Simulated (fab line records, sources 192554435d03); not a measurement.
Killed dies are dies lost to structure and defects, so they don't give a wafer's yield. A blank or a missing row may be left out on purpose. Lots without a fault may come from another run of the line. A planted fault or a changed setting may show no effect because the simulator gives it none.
fab line records | flow n5_finfet
record lots=24 wafers=72 last_day=17
route steps=1938 shown BEOL_M1@819 BEOL_M2@863
lots that met no fault: from a run of the same line without faults
start_h: hours from the record's first day to the start of the lot's first wafer shown | wait_h: hours since the lot's step before | " the same as in the row above | L1.1+2: a row that stands for several wafers | - no value, or no start given | * or withheld: withheld | < > ~ a bound
route shown NAME@n: a module of which the file shows steps, and the number in the route of the first | usual: mean/standard deviation of fault-free wafers | same: alike in all rows | chamber/n: place in a boat | sites: the reading at each site | _std_site: their standard deviation | _edge_site: outer sites' mean less inner sites' | radius_mm: how far each site lies from the wafer's centre | mask NAME#n: copy n | behind: the tool/chamber that last shaped the wafer | hold: why the lot was held/for how many hours/how that ended | device: the transistor (n, p or np) that didn't switch | end of line: the same wafers' tests at the end of the route | a step without rows: its recipe alone | killed: dies lost to structure and defects at the first sort, not the wafer's yield | map: a wafer's dies, x killed, . not, _ none there
set.NAME: the setting as run; set.NAME@STEP: as run at that earlier step | model.NAME: the simulator's own value behind a step, which no gauge read
steps of the route over a sample of lots; a table a step, a row a wafer
services: from which hour (start_h, from the record's first day; less than 0 if before it) a tool's chamber was out of use, for how many hours, and why
## steps
# step N5_BEOL_M1_ANNEAL_82
# recipe temp_c=400 time_s=240 ambient=vacuum
# usual heater_power_w=862/53 susceptor_temp_C=400.02/0.2
# columns lot.wafer tool chamber start_h wait_h heater_power_w susceptor_temp_C
L074.1 pvd_sputter-03 - 123.10 0.0 817 400.24
L074.2 " - " " 822 400.13
L074.4 " - " " 983 399.90
L075.1 pvd_sputter-02 - 135.09 0.0 890 400.08
L075.3 " - " " 905 399.58
L075.4 " - " " 928 400.19
L076.2 pvd_sputter-01 - 138.58 0.0 822 400.03
L076.3 " - " " 841 399.94
L076.5 " - " " 819 400.41
L077.2 pvd_sputter-02 - 146.33 0.0 898 400.10
L077.5 " - " " 845 400.10
L077.6 " - " " 936 399.69
L078.1 pvd_sputter-01 - 147.96 0.0 817 399.91
L078.5 " - " " 837 399.68
L078.6 " - " " 853 399.88
L079.1 pvd_sputter-01 - 163.48 0.0 811 400.00
L079.3 " - " " 832 400.14
L079.4 " - " " 876 399.86
L081.1 pvd_sputter-01 - 165.95 0.0 820 400.21
L081.5 " - " " 867 400.20
L081.6 " - " " 927 400.09
L080.3 pvd_sputter-01 - 169.53 0.0 847 399.87
L080.4 " - " " 892 399.89
L080.5 " - " " 805 399.85
L082.3 pvd_sputter-01 - 171.61 0.0 883 400.17
L082.4 " - " " 859 399.78
L082.6 " - " " 809 400.03
L083.2 pvd_sputter-02 - 186.77 0.0 916 400.17
L083.4 " - " " 842 400.07
L083.5 " - " " 942 400.33
L084.2 pvd_sputter-02 - 189.43 0.0 904 400.20
L084.5 " - " " 836 399.97
L084.6 " - " " 864 400.11
L085.2 pvd_sputter-01 - 197.36 0.0 793 400.16
L085.3 " - " " 814 399.78
L085.4 " - " " 859 399.89
L087.4 pvd_sputter-02 - 209.59 0.0 891 399.91
L087.5 " - " " 956 400.49
L087.6 " - " " 864 399.92
L086.1 pvd_sputter-01 - 220.13 0.0 809 400.16
L086.3 " - " " 867 399.93
L086.4 " - " " 918 400.03
L089.1 pvd_sputter-03 - 220.33 0.0 819 400.09
L089.3 " - " " 835 399.84
L089.4 " - " " 1024 400.25
L088.3 pvd_sputter-02 - 222.09 0.0 884 399.79
L088.5 " - " " 849 399.98
L088.6 " - " " 879 399.70
L090.1 pvd_sputter-03 - 226.31 0.0 831 400.28
L090.4 " - " " 1007 400.19
L090.6 " - " " 817 400.10
L091.2 pvd_sputter-03 - 230.25 0.0 845 399.95
L091.3 " - " " 836 400.03
L091.5 " - " " 825 399.93
L092.4 pvd_sputter-01 - 235.06 0.0 796 400.32
L092.5 " - " " 907 399.86
L092.6 " - " " 859 399.82
L093.3 pvd_sputter-01 - 239.48 0.0 848 400.00
L093.4 " - " " 794 399.98
L093.5 " - " " 796 399.93
L094.1 pvd_sputter-02 - 249.08 0.0 953 399.97
L094.4 " - " " 872 399.94
L094.6 " - " " 895 400.06
L095.1 pvd_sputter-01 - 262.71 0.0 799 399.83
L095.3 " - " " 862 400.14
L095.4 " - " " 791 399.86
L096.1 pvd_sputter-01 - 268.49 0.0 784 399.47
L096.3 " - " " 846 399.93
L096.5 " - " " 891 400.23
L097.3 pvd_sputter-03 - 278.25 0.0 817 400.19
L097.4 " - " " 879 399.83
L097.6 " - " " 845 399.96
# step N5_BEOL_M2_STRIP_66
# recipe chemistry=CF4 resist=SiARC power_w=300 bias_power_w=75 pressure_mtorr=50 cf4_flow_sccm=150 rf_frequency_hz=6e+07
# usual drypump_motor_current_A=5.7/0.53 oes_product_au=0.77/0.076 rf_vpp_V=270.8/1.6 showerhead_plenum_p_Torr=1.77/0.061 throttle_valve_pct=13.66/0.22
# columns lot.wafer tool chamber start_h wait_h drypump_motor_current_A oes_product_au rf_hours_counter_h rf_vpp_V showerhead_plenum_p_Torr throttle_valve_pct
L074.1 rie_diel-05 1 126.97 0.0 6.1 0.73 179 268.9 1.72 13.92
L074.2 " 3 " " 5.4 0.76 149 271.7 1.78 13.52
L074.4 " 0 " " 5.7 0.75 162 272.8 1.78 13.86
L075.1 rie_diel-06 3 139.81 0.0 5.1 0.93 4 270.4 1.76 13.25
L075.3 " 1 " " 5.6 0.73 174 267.1 1.65 13.78
L075.4 " 1 " " 5.6 0.73 - 267.9 1.65 13.78
L076.2 rie_diel-05 1 143.44 0.0 6.1 0.73 185 269.3 1.71 13.94
L076.3 " 0 " " 5.7 0.75 168 271.0 1.78 13.86
L076.5 " 2 " " 6.5 0.80 - 271.0 1.80 13.48
L077.2 rie_diel-04 2 149.67 0.0 4.8 0.72 192 272.6 1.85 13.68
L077.5 " 0 " " 6.0 0.75 - 272.1 1.87 13.69
L077.6 " 3 " " 4.8 0.72 - 270.2 1.72 13.76
L078.1 rie_diel-05 0 152.26 0.0 5.8 0.74 172 270.7 1.78 13.87
L078.5 " 2 " " 6.5 0.79 - 271.3 1.80 13.49
L078.6 " 1 " " 6.1 0.72 - 271.1 1.71 13.95
L079.1 rie_diel-04 1 168.53 0.0 5.8 0.87 39 273.1 1.83 13.66
L079.3 " 3 " " 4.9 0.73 155 270.0 1.72 13.76
L079.4 " 1 " " 5.8 0.86 - 270.6 1.83 13.67
L081.1 rie_diel-06 2 173.39 0.0 5.6 0.89 22 271.6 1.84 13.31
L081.5 " 0 " " 6.5 0.67 - 269.5 1.76 13.69
L081.6 " 1 " " 5.6 0.72 - 267.4 1.65 13.80
L080.3 rie_diel-06 0 173.77 0.0 6.5 0.68 241 269.2 1.76 13.70
L080.4 " 2 " " 5.6 0.89 22 272.5 1.84 13.32
L080.5 " 1 " " 5.6 0.72 - 267.3 1.65 13.80
L082.3 rie_diel-04 3 176.47 0.0 4.9 0.71 160 269.6 1.72 13.78
L082.4 " 1 " " 5.8 0.86 - 272.0 1.83 13.67
L082.6 " 2 " " 4.9 0.71 - 273.3 1.84 13.68
L083.2 rie_diel-06 3 191.85 0.0 5.1 0.89 18 272.1 1.75 13.29
L083.4 " 0 " " 6.5 0.67 246 271.8 1.75 13.72
L083.5 " 3 " " 5.1 0.89 - 271.4 1.75 13.30
L084.2 rie_diel-06 3 192.81 0.0 5.1 0.89 18 271.2 1.75 13.33
L084.5 " 1 " " 5.6 0.72 - 268.9 1.65 13.81
L084.6 " 2 " " 5.6 0.89 - 271.2 1.83 13.35
L085.2 rie_diel-05 1 200.67 0.0 6.1 0.70 207 270.4 1.71 13.98
L085.3 " 3 " " 5.4 0.73 174 270.3 1.77 13.55
L085.4 " 2 " " 6.5 0.78 135 271.0 1.79 13.54
L087.4 rie_diel-05 3 216.79 0.0 5.4 0.73 179 271.8 1.77 13.57
L087.5 " 2 " " 6.5 0.77 - 272.9 1.79 13.56
L087.6 " 1 " " 6.1 0.71 - 270.1 1.71 14.00
L086.1 rie_diel-04 3 225.17 0.0 4.8 0.70 175 269.4 1.71 13.81
L086.3 " 2 " " 4.9 0.69 221 272.3 1.84 13.73
L086.4 " 1 " " 5.8 0.83 62 273.9 1.82 13.72
L089.1 rie_diel-06 3 225.71 0.0 5.1 0.86 28 269.1 1.75 13.32
L089.3 " 2 " " 5.6 0.86 39 271.4 1.83 13.37
L089.4 " 0 " " 6.5 0.97 3 271.2 1.75 13.15
L088.3 rie_diel-04 1 225.97 0.0 5.8 0.84 63 270.9 1.82 13.73
L088.5 " 1 " " 5.8 0.84 - 271.2 1.82 13.75
L088.6 " 2 " " 4.9 0.70 - 272.4 1.84 13.74
L090.1 rie_diel-05 0 230.08 0.0 5.7 0.72 201 271.1 1.77 13.93
L090.4 " 3 " " 5.4 0.73 185 271.2 1.77 13.59
L090.6 " 0 " " 5.7 0.72 - 271.8 1.77 13.93
L091.2 rie_diel-05 0 234.52 0.0 5.8 0.72 203 269.4 1.77 13.92
L091.3 " 3 " " 5.4 0.73 187 272.1 1.76 13.60
L091.5 " 2 " " 6.5 0.76 - 269.8 1.79 13.57
L092.4 rie_diel-04 1 239.07 0.0 5.8 0.83 68 271.1 1.82 13.74
L092.5 " 3 " " 4.9 0.70 - 269.3 1.71 13.82
L092.6 " 0 " " 6.1 0.73 - 272.7 1.87 13.76
L093.3 rie_diel-05 0 244.56 0.0 5.8 0.72 206 269.2 1.77 13.94
L093.4 " 1 " " 6.1 0.69 223 268.4 1.70 14.03
L093.5 " 2 " " 6.5 0.77 - 270.3 1.79 13.57
L094.1 rie_diel-04 1 252.91 0.0 5.8 0.82 74 270.5 1.82 13.77
L094.4 " 0 " " 6.1 0.72 160 272.5 1.86 13.77
L094.6 " 3 " " 4.9 0.69 - 269.5 1.71 13.85
L095.1 rie_diel-06 2 266.47 0.0 5.6 0.85 49 271.6 1.83 13.38
L095.3 " 3 " " 5.1 0.85 42 270.7 1.75 13.35
L095.4 " 1 " " 5.6 0.70 214 268.7 1.64 13.88
L096.1 rie_diel-06 0 272.49 0.0 6.5 0.92 18 269.6 1.75 13.19
L096.3 " 3 " " 5.1 0.85 44 270.3 1.75 13.36
L096.5 " 2 " " 5.6 0.84 - 269.8 1.83 13.39
L097.3 rie_diel-05 0 283.15 0.0 5.7 0.71 221 270.8 1.76 13.96
L097.4 " 3 " " 5.4 0.72 206 271.5 1.76 13.64
L097.6 " 3 " " 5.4 0.72 - 271.0 1.76 13.64
# step N5_BEOL_M2_ETCH_41
# recipe chemistry=CH3F/O2 target=SiCN target_depth_a=299 taper_deg=2 time_s=52.5 ion_energy_ev=120 mask_material=TiN pressure_mtorr=30 source_w=395 bias_w=75 Ar_flow_sccm=150 CH3F_flow_sccm=30 O2_flow_sccm=20
# usual drypump_motor_current_A=5.6/0.54 oes_product_au=0.77/0.078 rf_vpp_V=297.2/1.7 showerhead_plenum_p_Torr=1.99/0.074 throttle_valve_pct=16.45/0.18
# columns lot.wafer tool chamber start_h wait_h drypump_motor_current_A oes_product_au rf_hours_counter_h rf_vpp_V showerhead_plenum_p_Torr throttle_valve_pct
L074.1 rie_diel-05 3 - - 5.4 0.78 151 295.8 2.00 16.33
L074.2 " 0 " " 5.7 0.75 165 297.0 1.98 16.58
L074.4 " 2 " " 6.5 0.81 112 298.6 2.00 16.14
L075.1 rie_diel-04 0 - - 6.0 0.76 130 299.9 2.09 16.43
L075.3 " 1 " " 5.8 0.89 28 298.7 2.05 16.49
L075.4 " 0 " " 6.0 0.76 - 298.8 2.10 16.44
L076.2 rie_diel-04 1 - - 5.8 0.89 32 297.6 2.05 16.48
L076.3 " 2 " " 4.9 0.70 193 299.7 2.08 16.47
L076.5 " 0 " " 6.0 0.75 - 297.6 2.09 16.46
L077.2 rie_diel-06 3 - - 5.1 0.93 12 296.8 1.96 16.11
L077.5 " 1 " " 5.6 0.74 - 290.9 1.83 16.55
L077.6 " 2 " " 5.6 0.92 - 298.9 2.03 15.98
L078.1 rie_diel-04 3 - - 4.9 0.73 157 297.1 1.92 16.59
L078.5 " 1 " " 5.8 0.86 - 299.0 2.04 16.50
L078.6 " 3 " " 4.9 0.73 - 296.2 1.92 16.60
L079.1 rie_diel-05 2 - - 6.5 0.80 126 297.8 1.99 16.18
L079.3 " 0 " " 5.7 0.73 180 298.2 1.98 16.60
L079.4 " 3 " " 5.4 0.77 164 296.7 2.00 16.38
L081.1 rie_diel-04 1 - - 5.8 0.87 43 297.7 2.04 16.51
L081.5 " 3 " " 4.9 0.73 - 295.6 1.92 16.59
L081.6 " 2 " " 4.8 0.70 - 298.6 2.08 16.48
L080.3 rie_diel-06 1 - - 5.6 0.73 184 294.8 1.83 16.56
L080.4 " 2 " " 5.6 0.90 24 297.6 2.02 15.99
L080.5 " 1 " " 5.6 0.73 - 293.1 1.83 16.56
L082.3 rie_diel-06 1 - - 5.6 0.73 185 295.3 1.83 16.56
L082.4 " 2 " " 5.6 0.93 24 296.7 2.02 15.97
L082.6 " 1 " " 5.6 0.73 - 294.4 1.83 16.56
L083.2 rie_diel-05 3 - - 5.4 0.76 172 297.9 2.00 16.41
L083.4 " 1 " " 6.1 0.72 205 294.4 1.88 16.58
L083.5 " 3 " " 5.4 0.76 - 297.3 2.00 16.39
L084.2 rie_diel-06 3 - - 5.1 0.91 19 296.9 1.96 16.12
L084.5 " 0 " " 6.5 0.67 - 297.7 1.98 16.51
L084.6 " 3 " " 5.1 0.92 - 296.2 1.96 16.12
L085.2 rie_diel-05 1 - - 6.1 0.73 208 295.0 1.88 16.58
L085.3 " 0 " " 5.7 0.72 191 297.0 1.97 16.63
L085.4 " 3 " " 5.4 0.76 175 297.1 2.00 16.41
L087.4 rie_diel-04 3 - - 4.8 0.72 173 295.2 1.92 16.61
L087.5 " 0 " " 6.0 0.75 - 298.9 2.09 16.47
L087.6 " 3 " " 4.9 0.72 - 296.8 1.92 16.63
L086.1 rie_diel-04 2 - - 4.9 0.69 222 297.2 2.07 16.53
L086.3 " 0 " " 6.0 0.74 150 297.4 2.09 16.48
L086.4 " 3 " " 4.9 0.72 177 294.8 1.92 16.64
L089.1 rie_diel-04 3 - - 4.9 0.71 177 295.4 1.92 16.64
L089.3 " 1 " " 5.8 0.84 64 299.7 2.04 16.55
L089.4 " 2 " " 4.8 0.69 223 298.4 2.07 16.53
L088.3 rie_diel-06 3 - - 5.1 0.90 29 296.3 1.96 16.13
L088.5 " 0 " " 6.5 0.98 - 296.3 1.97 16.06
L088.6 " 1 " " 5.6 0.71 - 293.3 1.83 16.60
L090.1 rie_diel-04 1 - - 5.8 0.84 65 297.5 2.04 16.54
L090.4 " 3 " " 4.9 0.71 179 295.6 1.92 16.64
L090.6 " 0 " " 6.0 0.74 - 299.1 2.09 16.48
L091.2 rie_diel-04 0 - - 6.1 0.74 154 299.8 2.09 16.50
L091.3 " 3 " " 4.9 0.72 180 297.0 1.92 16.63
L091.5 " 2 " " 4.9 0.69 - 297.8 2.07 16.52
L092.4 rie_diel-05 0 - - 5.7 0.71 206 297.1 1.97 16.65
L092.5 " 3 " " 5.4 0.76 - 295.3 1.99 16.43
L092.6 " 2 " " 6.5 0.78 - 298.4 1.98 16.22
L093.3 rie_diel-04 0 - - 6.1 0.73 158 298.9 2.09 16.50
L093.4 " 2 " " 4.9 0.68 229 298.6 2.07 16.52
L093.5 " 0 " " 6.0 0.73 - 298.9 2.09 16.50
L094.1 rie_diel-04 0 - - 6.0 0.73 162 299.0 2.08 16.51
L094.4 " 1 " " 5.8 0.82 75 298.6 2.03 16.57
L094.6 " 1 " " 5.8 0.83 - 297.4 2.03 16.56
L095.1 rie_diel-04 0 - - 6.0 0.73 170 298.8 2.08 16.54
L095.3 " 1 " " 5.8 0.82 83 298.6 2.03 16.60
L095.4 " 2 " " 4.9 0.69 - 296.8 2.06 16.55
L096.1 rie_diel-04 1 - - 5.8 0.82 83 298.0 2.03 16.58
L096.3 " 2 " " 4.9 0.68 - 297.9 2.06 16.56
L096.5 " 2 " " 4.8 0.68 - 297.4 2.06 16.56
L097.3 rie_diel-06 3 - - 5.1 0.85 49 294.7 1.95 16.17
L097.4 " 0 " " 6.4 0.93 22 297.2 1.97 16.10
L097.6 " 0 " " 6.4 0.93 - 297.6 1.97 16.08
# step N5_BEOL_M2_SPUTTER_79
# recipe material=Cu target_thk_a=45 temp_c=-20 chamber_pressure_pa=0.07 power_w=withheld time_s=8.29
# usual susceptor_temp_C=-19.99/0.11 throttle_valve_pct=30.6/1.2
# columns lot.wafer tool chamber start_h wait_h susceptor_temp_C throttle_valve_pct
L074.1 pvd_sputter-03 - 134.65 0.1 -19.89 31.2
L074.2 " - " " -19.95 28.4
L074.4 " - " " -20.01 28.5
L075.1 pvd_sputter-03 - 144.17 0.1 -20.08 31.4
L075.3 " - " " -19.93 30.5
L075.4 " - " " -20.03 28.7
L076.2 pvd_sputter-01 - 154.64 0.1 -19.71 30.4
L076.3 " - " " -19.94 31.3
L076.5 " - " " -19.95 31.5
L077.2 pvd_sputter-01 - 173.98 0.1 -20.04 30.0
L077.5 " - " " -20.01 29.9
L077.6 " - " " -20.10 30.4
L078.1 pvd_sputter-02 - 174.12 0.1 -19.91 30.3
L078.5 " - " " -19.99 30.9
L078.6 " - " " -20.01 30.3
L079.1 pvd_sputter-02 - 176.06 0.1 -19.98 31.1
L079.3 " - " " -20.06 29.8
L079.4 " - " " -20.18 30.0
L081.1 pvd_sputter-01 - 176.83 0.1 -20.05 30.0
L081.5 " - " " -19.99 32.6
L081.6 " - " " -20.06 31.5
L080.3 pvd_sputter-01 - 182.23 0.1 -19.98 30.3
L080.4 " - " " -20.04 32.8
L080.5 " - " " -19.94 31.0
L082.3 pvd_sputter-02 - 183.56 0.1 -19.81 30.3
L082.4 " - " " -20.01 29.6
L082.6 " - " " -20.06 30.4
L083.2 pvd_sputter-03 - 197.30 0.1 -19.99 28.8
L083.4 " - " " -20.18 30.5
L083.5 " - " " -20.06 29.1
L084.2 pvd_sputter-02 - 197.42 0.1 -20.07 30.3
L084.5 " - " " -19.98 30.4
L084.6 " - " " -19.87 29.7
L085.2 pvd_sputter-01 - 204.38 0.1 -20.00 30.3
L085.3 " - " " -19.90 31.7
L085.4 " - " " -19.93 30.1
L087.4 pvd_sputter-01 - 223.39 0.1 -19.99 32.8
L087.5 " - " " -20.06 32.8
L087.6 " - " " -19.78 30.0
L086.1 pvd_sputter-02 - 231.39 0.1 -19.87 30.3
L086.3 " - " " -19.87 29.8
L086.4 " - " " -19.92 30.3
L089.1 pvd_sputter-03 - 231.99 0.1 -19.95 30.5
L089.3 " - " " -20.16 29.0
L089.4 " - " " -19.84 28.7
L088.3 pvd_sputter-03 - 235.55 0.1 -19.91 31.1
L088.5 " - " " -19.90 31.1
L088.6 " - " " -20.07 29.1
L090.1 pvd_sputter-01 - 236.60 0.1 -20.00 30.3
L090.4 " - " " -20.10 30.1
L090.6 " - " " -19.80 30.0
L091.2 pvd_sputter-03 - 239.57 0.1 -20.06 30.4
L091.3 " - " " -20.19 31.0
L091.5 " - " " -20.22 30.7
L092.4 pvd_sputter-01 - 246.02 0.1 -20.00 30.0
L092.5 " - " " -20.03 33.0
L092.6 " - " " -19.99 31.3
L093.3 pvd_sputter-01 - 248.40 0.1 -20.09 32.9
L093.4 " - " " -19.98 30.6
L093.5 " - " " -19.83 31.4
L094.1 pvd_sputter-03 - 258.04 0.1 -20.06 30.4
L094.4 " - " " -19.92 28.7
L094.6 " - " " -19.95 28.8
L095.1 pvd_sputter-03 - 280.19 0.1 -19.98 30.4
L095.3 " - " " -19.97 28.4
L095.4 " - " " -20.08 31.0
L096.1 pvd_sputter-02 - 281.85 0.1 -20.18 30.1
L096.3 " - " " -20.15 30.9
L096.5 " - " " -19.99 31.2
L097.3 pvd_sputter-01 - 288.04 0.1 -19.99 32.7
L097.4 " - " " -20.04 30.3
L097.6 " - " " -20.13 31.3
# step N5_BEOL_M2_SPUTTER_88
# recipe material=Cu target_thk_a=45 temp_c=-20 chamber_pressure_pa=0.07 power_w=withheld time_s=8.29
# usual susceptor_temp_C=-20.00/0.11 throttle_valve_pct=30.6/1.2
# columns lot.wafer tool chamber start_h wait_h susceptor_temp_C throttle_valve_pct
L074.1 pvd_sputter-03 - 135.31 0.1 -20.30 31.3
L074.2 " - " " -19.82 28.8
L074.4 " - " " -20.04 28.8
L075.1 pvd_sputter-03 - 144.83 0.1 -19.92 31.1
L075.3 " - " " -19.91 30.5
L075.4 " - " " -19.98 29.2
L076.2 pvd_sputter-01 - 155.30 0.1 -19.93 30.4
L076.3 " - " " -20.12 31.3
L076.5 " - " " -19.98 31.4
L077.2 pvd_sputter-01 - 174.64 0.1 -20.30 30.0
L077.5 " - " " -20.07 30.0
L077.6 " - " " -20.06 30.4
L078.1 pvd_sputter-02 - 174.78 0.1 -19.95 30.6
L078.5 " - " " -20.00 30.6
L078.6 " - " " -19.99 30.2
L079.1 pvd_sputter-02 - 176.72 0.1 -20.08 30.7
L079.3 " - " " -20.05 29.8
L079.4 " - " " -20.06 30.3
L081.1 pvd_sputter-01 - 177.49 0.1 -20.12 30.0
L081.5 " - " " -20.04 32.9
L081.6 " - " " -19.80 31.4
L080.3 pvd_sputter-01 - 182.89 0.1 -19.84 30.3
L080.4 " - " " -20.06 32.8
L080.5 " - " " -20.03 31.5
L082.3 pvd_sputter-02 - 184.22 0.1 -20.20 30.5
L082.4 " - " " -19.98 29.7
L082.6 " - " " -19.85 30.1
L083.2 pvd_sputter-03 - 197.96 0.1 -19.80 28.7
L083.4 " - " " -19.99 30.5
L083.5 " - " " -20.11 28.7
L084.2 pvd_sputter-02 - 198.08 0.1 -20.12 30.4
L084.5 " - " " -20.12 30.4
L084.6 " - " " -19.97 29.6
L085.2 pvd_sputter-01 - 205.04 0.1 -19.86 30.6
L085.3 " - " " -19.96 31.3
L085.4 " - " " -20.08 30.0
L087.4 pvd_sputter-01 - 224.05 0.1 -19.93 32.8
L087.5 " - " " -19.77 32.9
L087.6 " - " " -19.93 29.9
L086.1 pvd_sputter-02 - 232.05 0.1 -20.08 30.4
L086.3 " - " " -19.97 29.7
L086.4 " - " " -20.07 30.4
L089.1 pvd_sputter-03 - 232.65 0.1 -19.98 30.6
L089.3 " - " " -19.80 28.6
L089.4 " - " " -20.00 28.7
L088.3 pvd_sputter-03 - 236.21 0.1 -20.12 31.1
L088.5 " - " " -19.98 31.1
L088.6 " - " " -20.09 28.9
L090.1 pvd_sputter-01 - 237.26 0.1 -19.97 30.4
L090.4 " - " " -19.91 30.0
L090.6 " - " " -20.10 30.2
L091.2 pvd_sputter-03 - 240.23 0.1 -19.99 30.5
L091.3 " - " " -19.87 31.0
L091.5 " - " " -20.02 30.6
L092.4 pvd_sputter-01 - 246.68 0.1 -19.96 30.1
L092.5 " - " " -19.83 32.9
L092.6 " - " " -20.08 31.6
L093.3 pvd_sputter-01 - 249.06 0.1 -20.07 33.1
L093.4 " - " " -20.02 30.2
L093.5 " - " " -19.89 31.3
L094.1 pvd_sputter-03 - 258.70 0.1 -19.87 30.4
L094.4 " - " " -19.84 28.7
L094.6 " - " " -20.03 28.7
L095.1 pvd_sputter-03 - 280.85 0.1 -19.98 30.4
L095.3 " - " " -20.12 28.9
L095.4 " - " " -20.07 31.5
L096.1 pvd_sputter-02 - 282.51 0.1 -20.01 30.3
L096.3 " - " " -19.98 30.9
L096.5 " - " " -20.02 31.0
L097.3 pvd_sputter-01 - 288.70 0.1 -19.86 32.7
L097.4 " - " " -19.97 30.5
L097.6 " - " " -19.95 31.2
# step N5_BEOL_M2_SPUTTER_90
# recipe material=Cu target_thk_a=45 temp_c=-20 chamber_pressure_pa=0.07 power_w=withheld time_s=8.29
# usual susceptor_temp_C=-19.99/0.12 throttle_valve_pct=30.6/1.1
# columns lot.wafer tool chamber start_h wait_h susceptor_temp_C throttle_valve_pct
L074.1 pvd_sputter-03 - 135.53 0.1 -20.04 30.9
L074.2 " - " " -20.07 28.7
L074.4 " - " " -20.25 28.9
L075.1 pvd_sputter-03 - 145.05 0.1 -19.86 30.9
L075.3 " - " " -19.95 30.4
L075.4 " - " " -20.12 28.9
L076.2 pvd_sputter-01 - 155.52 0.1 -19.84 30.3
L076.3 " - " " -19.94 31.3
L076.5 " - " " -19.79 31.5
L077.2 pvd_sputter-01 - 174.86 0.1 -19.94 29.9
L077.5 " - " " -19.83 30.1
L077.6 " - " " -20.01 30.6
L078.1 pvd_sputter-02 - 175.00 0.1 -19.97 30.2
L078.5 " - " " -19.82 30.8
L078.6 " - " " -19.81 30.4
L079.1 pvd_sputter-02 - 176.94 0.1 -19.92 30.9
L079.3 " - " " -19.94 29.6
L079.4 " - " " -19.92 30.4
L081.1 pvd_sputter-01 - 177.71 0.1 -19.75 30.2
L081.5 " - " " -19.89 32.9
L081.6 " - " " -20.16 31.2
L080.3 pvd_sputter-01 - 183.11 0.1 -20.05 30.2
L080.4 " - " " -20.08 32.9
L080.5 " - " " -20.14 31.4
L082.3 pvd_sputter-02 - 184.44 0.1 -20.04 30.2
L082.4 " - " " -20.00 29.8
L082.6 " - " " -20.32 30.4
L083.2 pvd_sputter-03 - 198.18 0.1 -19.88 28.8
L083.4 " - " " -20.04 30.2
L083.5 " - " " -20.10 28.8
L084.2 pvd_sputter-02 - 198.30 0.1 -19.92 30.3
L084.5 " - " " -20.05 30.5
L084.6 " - " " -20.26 29.5
L085.2 pvd_sputter-01 - 205.26 0.1 -20.01 30.4
L085.3 " - " " -19.77 31.2
L085.4 " - " " -20.10 29.7
L087.4 pvd_sputter-01 - 224.27 0.1 -20.07 32.8
L087.5 " - " " -20.13 33.0
L087.6 " - " " -19.90 30.0
L086.1 pvd_sputter-02 - 232.27 0.1 -19.76 30.2
L086.3 " - " " -20.07 29.8
L086.4 " - " " -19.85 30.1
L089.1 pvd_sputter-03 - 232.87 0.1 -20.04 30.3
L089.3 " - " " -20.14 28.7
L089.4 " - " " -20.07 28.5
L088.3 pvd_sputter-03 - 236.43 0.1 -20.07 31.0
L088.5 " - " " -19.98 31.2
L088.6 " - " " -20.29 29.0
L090.1 pvd_sputter-01 - 237.48 0.1 -19.95 30.5
L090.4 " - " " -20.11 30.0
L090.6 " - " " -19.96 30.3
L091.2 pvd_sputter-03 - 240.45 0.1 -19.94 30.4
L091.3 " - " " -20.15 31.0
L091.5 " - " " -19.93 30.6
L092.4 pvd_sputter-01 - 246.90 0.1 -20.10 30.0
L092.5 " - " " -20.03 32.8
L092.6 " - " " -20.05 31.2
L093.3 pvd_sputter-01 - 249.28 0.1 -19.91 32.8
L093.4 " - " " -19.88 30.5
L093.5 " - " " -19.94 31.1
L094.1 pvd_sputter-03 - 258.92 0.1 -20.04 30.5
L094.4 " - " " -19.84 29.0
L094.6 " - " " -19.97 28.9
L095.1 pvd_sputter-03 - 281.07 0.1 -19.82 30.4
L095.3 " - " " -19.98 28.9
L095.4 " - " " -19.79 31.5
L096.1 pvd_sputter-02 - 282.73 0.1 -19.98 30.5
L096.3 " - " " -20.02 30.8
L096.5 " - " " -20.11 31.1
L097.3 pvd_sputter-01 - 288.92 0.1 -20.16 32.8
L097.4 " - " " -19.92 30.2
L097.6 " - " " -19.83 31.5
## services
# columns tool chamber start_h hours kind
pvd_sputter-03 - 99.64 2.2 repair
pvd_sputter-03 - 107.67 2.0 repair
rie_diel-06 3 112.52 - clean
rie_diel-06 3 112.52 - consumable_replace:focus_ring
pvd_sputter-03 - 113.99 0.9 repair
pvd_sputter-01 - 129.15 1.9 repair
rie_diel-05 - 130.49 0.3 repair
rie_diel-04 0 167.03 32.6 repair
rie_diel-04 3 191.39 5.6 repair
rie_diel-06 0 204.57 - clean
rie_diel-06 0 204.57 - consumable_replace:focus_ring
rie_diel-06 0 204.57 14.5 scheduled_down
rie_diel-06 0 204.57 14.5 vent_cycle
rie_diel-05 - 219.24 0.6 repair
rie_diel-06 - 226.50 4.3 pm
pvd_sputter-02 - 238.19 1.5 repair
rie_diel-06 2 244.62 10.0 repair
rie_diel-05 1 249.20 16.5 repair
rie_diel-04 3 277.18 5.2 repair
pvd_sputter-02 - 285.64 5.0 repair
## key
fault none
